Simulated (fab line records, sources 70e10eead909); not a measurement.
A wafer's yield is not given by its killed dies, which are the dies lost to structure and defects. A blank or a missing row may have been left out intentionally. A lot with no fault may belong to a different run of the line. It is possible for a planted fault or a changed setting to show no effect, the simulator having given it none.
Chamber matching | flow nand-harc | NHARC_P_M2_STRIP_18 on rie-diel-09 has 4 sister chambers
The step strips in N2/H2. 8 wafers are shown with their chamber, then 12 later ones without.

== EACH WAFER AND ITS CHAMBER ==
wafer  | chamber | drypump-motor-current-A (A) | throttle-valve-pct (%)
L080.1 | 1       | 6.0                         | 14.153
L080.2 | 2       | 5.6                         | 14.182
L084.1 | 3       | 5.5                         | 14.171
L084.2 | 0       | 5.8                         | 14.156
L084.6 | 1       | 5.9                         | 14.175
L088.4 | 0       | 5.8                         | 14.195
L088.5 | 3       | 5.5                         | 14.174
L088.6 | 2       | 5.6                         | 14.180

== WAFERS WITHOUT THEIR CHAMBER ==
wafer  | drypump-motor-current-A (A) | throttle-valve-pct (%)
L087.2 | 5.8                         | 14.184
L087.3 | 5.5                         | 14.167
L087.5 | 5.8                         | 14.173
L085.2 | 5.5                         | 14.169
L085.3 | 5.6                         | 14.180
L085.5 | 5.6                         | 14.170
L089.1 | 5.9                         | 14.161
L089.2 | 5.5                         | 14.174
L089.3 | 5.8                         | 14.188
L093.3 | 5.6                         | 14.177
L093.5 | 5.9                         | 14.168
L093.6 | 5.6                         | 14.175

== WHICH CHAMBER EACH WENT THROUGH ==
wafer  | from the rows above     | in truth
L087.2 | 0                       | 0
L087.3 | 3                       | 3
L087.5 | 0                       | 0
L085.2 | 3                       | 3
L085.3 | 2                       | 2
L085.5 | 2                       | 2
L089.1 | can't be placed: 1 or 0 | 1
L089.2 | 3                       | 3
L089.3 | 0                       | 0
L093.3 | 2                       | 2
L093.5 | can't be placed: 1 or 0 | 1
L093.6 | 2                       | 2
Placed correctly: 10 of 12. These rows do not allow placing 2 (true chamber among the candidates in 2). Placed wrongly: 0.
How it was worked out, from the rows above alone: a wafer's distance from a chamber is the root of the sum, over the readings, of the square of ((its reading less the chamber's mean) divided by the reading's scatter). The wafer belongs to the nearest chamber; if the next one is less than 2 further off, it can't be placed. Each chamber's mean is taken over the wafers shown for it. The scatter: take each reading less its chamber's mean, square it, sum over the shown wafers, divide by the number of wafers less the number of chambers, and take the root.
